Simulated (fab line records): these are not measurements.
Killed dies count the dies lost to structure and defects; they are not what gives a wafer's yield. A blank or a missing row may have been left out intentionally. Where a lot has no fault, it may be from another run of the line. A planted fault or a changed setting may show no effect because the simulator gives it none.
Matching of chambers | flow n5Finfet | N5_BEOL_M2_VIA_ETCH_34 on rieDiel-05: 4 sister chambers
The step etches the open film in C4F6/O2, target depth 69.4 nm, time 65.9 s. 4 wafers are shown with their chamber, then 10 later ones without.

## WAFERS WITH THEIR CHAMBER
wafer  | chamber | showerheadPlenumPTorr (Torr)
L087.6 | 3       | 2.76
L089.5 | 0       | 2.73
L092.1 | 2       | 3.01
L092.4 | 1       | 2.81

## WAFERS WHOSE CHAMBER IS MISSING
wafer  | showerheadPlenumPTorr (Torr)
L092.6 | 2.76
L094.2 | 3.00
L094.3 | 2.81
L094.6 | 2.81
L095.1 | 3.00
L095.3 | 2.80
L095.5 | 2.75
L097.1 | 3.00
L097.2 | 2.80
L097.4 | 2.72

## WHICH CHAMBER EACH WENT THROUGH
wafer  | from the rows above     | in truth
L092.6 | 3                       | 3
L094.2 | 2                       | 2
L094.3 | 1                       | 1
L094.6 | 1                       | 1
L095.1 | 2                       | 2
L095.3 | 1                       | 1
L095.5 | can't be placed: 3 or 0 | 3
L097.1 | 2                       | 2
L097.2 | 1                       | 1
L097.4 | 0                       | 0
Placed correctly: 9 of 10. From these rows, 1 cannot be placed; in 1 the true chamber is one of the candidates. Wrongly placed: 0.
How it was worked out, from the rows above alone: a wafer's distance from a chamber is the root of the sum, over the readings, of the square of ((its reading less the chamber's mean) divided by the reading's scatter). The wafer belongs to the nearest chamber; if the next one is less than 2 further off, it can't be placed. For every chamber, the mean is computed from those of its wafers that are shown. The scatter: with one shown wafer a chamber, the root of the mean of the squares of how far each hidden wafer lies from its nearest shown one.
